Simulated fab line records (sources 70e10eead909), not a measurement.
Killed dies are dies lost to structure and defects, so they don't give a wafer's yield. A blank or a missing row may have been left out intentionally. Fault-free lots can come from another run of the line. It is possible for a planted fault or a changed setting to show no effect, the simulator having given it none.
Matching of chambers || flow nand_harc || 4 sister chambers for NHARC_A_CHANNEL_FILL_D1_STRIP_28 on rie_diel-10
The step strips in O2, time 20 s. 20 wafers are shown with their chamber, then 10 later ones without.

== WAFERS PAIRED WITH THEIR CHAMBERS ==
{"wafer": "L077.1", "chamber": 0, "showerhead_plenum_p_Torr (Torr)": 3.78, "drypump_motor_current_A (A)": 5.6, "oes_product_au (a.u.)": 0.996}
{"wafer": "L077.2", "chamber": 1, "showerhead_plenum_p_Torr (Torr)": 3.69, "drypump_motor_current_A (A)": 6.7, "oes_product_au (a.u.)": 0.995}
{"wafer": "L077.3", "chamber": 3, "showerhead_plenum_p_Torr (Torr)": 3.58, "drypump_motor_current_A (A)": 5.6, "oes_product_au (a.u.)": 1.011}
{"wafer": "L077.4", "chamber": 2, "showerhead_plenum_p_Torr (Torr)": 3.75, "drypump_motor_current_A (A)": 5.6, "oes_product_au (a.u.)": 1.010}
{"wafer": "L077.5", "chamber": 0, "showerhead_plenum_p_Torr (Torr)": 3.78, "drypump_motor_current_A (A)": 5.6, "oes_product_au (a.u.)": 0.993}
{"wafer": "L077.6", "chamber": 3, "showerhead_plenum_p_Torr (Torr)": 3.58, "drypump_motor_current_A (A)": 5.6, "oes_product_au (a.u.)": 1.014}
{"wafer": "L079.2", "chamber": 0, "showerhead_plenum_p_Torr (Torr)": 3.78, "drypump_motor_current_A (A)": 5.5, "oes_product_au (a.u.)": 1.005}
{"wafer": "L079.3", "chamber": 3, "showerhead_plenum_p_Torr (Torr)": 3.58, "drypump_motor_current_A (A)": 5.6, "oes_product_au (a.u.)": 1.006}
{"wafer": "L079.6", "chamber": 0, "showerhead_plenum_p_Torr (Torr)": 3.78, "drypump_motor_current_A (A)": 5.6, "oes_product_au (a.u.)": 1.010}
{"wafer": "L079.1", "chamber": 1, "showerhead_plenum_p_Torr (Torr)": 3.69, "drypump_motor_current_A (A)": 6.7, "oes_product_au (a.u.)": 0.984}
{"wafer": "L079.4", "chamber": 2, "showerhead_plenum_p_Torr (Torr)": 3.75, "drypump_motor_current_A (A)": 5.6, "oes_product_au (a.u.)": 1.008}
{"wafer": "L079.5", "chamber": 3, "showerhead_plenum_p_Torr (Torr)": 3.58, "drypump_motor_current_A (A)": 5.6, "oes_product_au (a.u.)": 1.012}
{"wafer": "L080.4", "chamber": 2, "showerhead_plenum_p_Torr (Torr)": 3.74, "drypump_motor_current_A (A)": 5.6, "oes_product_au (a.u.)": 1.008}
{"wafer": "L080.5", "chamber": 3, "showerhead_plenum_p_Torr (Torr)": 3.58, "drypump_motor_current_A (A)": 5.6, "oes_product_au (a.u.)": 1.015}
{"wafer": "L080.6", "chamber": 1, "showerhead_plenum_p_Torr (Torr)": 3.69, "drypump_motor_current_A (A)": 6.7, "oes_product_au (a.u.)": 0.986}
{"wafer": "L083.1", "chamber": 2, "showerhead_plenum_p_Torr (Torr)": 3.74, "drypump_motor_current_A (A)": 5.6, "oes_product_au (a.u.)": 1.027}
{"wafer": "L083.4", "chamber": 1, "showerhead_plenum_p_Torr (Torr)": 3.69, "drypump_motor_current_A (A)": 6.6, "oes_product_au (a.u.)": 1.010}
{"wafer": "L083.6", "chamber": 1, "showerhead_plenum_p_Torr (Torr)": 3.69, "drypump_motor_current_A (A)": 6.7, "oes_product_au (a.u.)": 1.000}
{"wafer": "L087.3", "chamber": 0, "showerhead_plenum_p_Torr (Torr)": 3.77, "drypump_motor_current_A (A)": 5.6, "oes_product_au (a.u.)": 1.011}
{"wafer": "L087.4", "chamber": 1, "showerhead_plenum_p_Torr (Torr)": 3.69, "drypump_motor_current_A (A)": 6.7, "oes_product_au (a.u.)": 0.986}

SIGNATURES (means of the wafers above)
{"reading": "showerhead_plenum_p_Torr", "chamber 0": 3.7780, "chamber 1": 3.6900, "chamber 2": 3.7450, "chamber 3": 3.5800, "scatter within a chamber": 0.00335}
{"reading": "drypump_motor_current_A", "chamber 0": 5.580, "chamber 1": 6.683, "chamber 2": 5.600, "chamber 3": 5.600, "scatter within a chamber": 0.032}
{"reading": "oes_product_au", "chamber 0": 1.00300, "chamber 1": 0.99350, "chamber 2": 1.01325, "chamber 3": 1.01160, "scatter within a chamber": 0.00825}
Rule: a wafer lies at a distance from a chamber equal to the root of the sum of squares, over the readings, of (its reading less the chamber's mean, divided by the reading's scatter). If the next closest chamber is less than 2 further off than the closest, the wafer can't be placed; otherwise it belongs to the closest. The scatter: take each reading less its chamber's mean, square it, sum over the shown wafers, divide by the number of wafers less the number of chambers, and take the root.

== WAFERS WITHOUT THEIR CHAMBER ==
{"wafer": "L087.5", "showerhead_plenum_p_Torr (Torr)": 3.57, "drypump_motor_current_A (A)": 5.6, "oes_product_au (a.u.)": 1.033}
{"wafer": "L096.1", "showerhead_plenum_p_Torr (Torr)": 3.57, "drypump_motor_current_A (A)": 5.6, "oes_product_au (a.u.)": 1.017}
{"wafer": "L096.2", "showerhead_plenum_p_Torr (Torr)": 3.74, "drypump_motor_current_A (A)": 5.6, "oes_product_au (a.u.)": 1.015}
{"wafer": "L096.3", "showerhead_plenum_p_Torr (Torr)": 3.77, "drypump_motor_current_A (A)": 5.5, "oes_product_au (a.u.)": 1.000}
{"wafer": "L096.4", "showerhead_plenum_p_Torr (Torr)": 3.69, "drypump_motor_current_A (A)": 6.7, "oes_product_au (a.u.)": 0.994}
{"wafer": "L096.5", "showerhead_plenum_p_Torr (Torr)": 3.77, "drypump_motor_current_A (A)": 5.5, "oes_product_au (a.u.)": 1.004}
{"wafer": "L096.6", "showerhead_plenum_p_Torr (Torr)": 3.69, "drypump_motor_current_A (A)": 6.7, "oes_product_au (a.u.)": 1.008}
{"wafer": "L097.3", "showerhead_plenum_p_Torr (Torr)": 3.77, "drypump_motor_current_A (A)": 5.5, "oes_product_au (a.u.)": 0.985}
{"wafer": "L097.4", "showerhead_plenum_p_Torr (Torr)": 3.74, "drypump_motor_current_A (A)": 5.6, "oes_product_au (a.u.)": 1.001}
{"wafer": "L097.5", "showerhead_plenum_p_Torr (Torr)": 3.69, "drypump_motor_current_A (A)": 6.6, "oes_product_au (a.u.)": 0.998}

== THE CHAMBER EACH PASSED THROUGH ==
{"wafer": "L087.5", "from the rows above": 3, "in truth": 3}
{"wafer": "L096.1", "from the rows above": 3, "in truth": 3}
{"wafer": "L096.2", "from the rows above": 2, "in truth": 2}
{"wafer": "L096.3", "from the rows above": 0, "in truth": 0}
{"wafer": "L096.4", "from the rows above": 1, "in truth": 1}
{"wafer": "L096.5", "from the rows above": 0, "in truth": 0}
{"wafer": "L096.6", "from the rows above": 1, "in truth": 1}
{"wafer": "L097.3", "from the rows above": 0, "in truth": 0}
{"wafer": "L097.4", "from the rows above": 2, "in truth": 2}
{"wafer": "L097.5", "from the rows above": 1, "in truth": 1}
10 of 10 placed correctly. Left unplaced by these rows: 0. Number placed wrongly: 0.
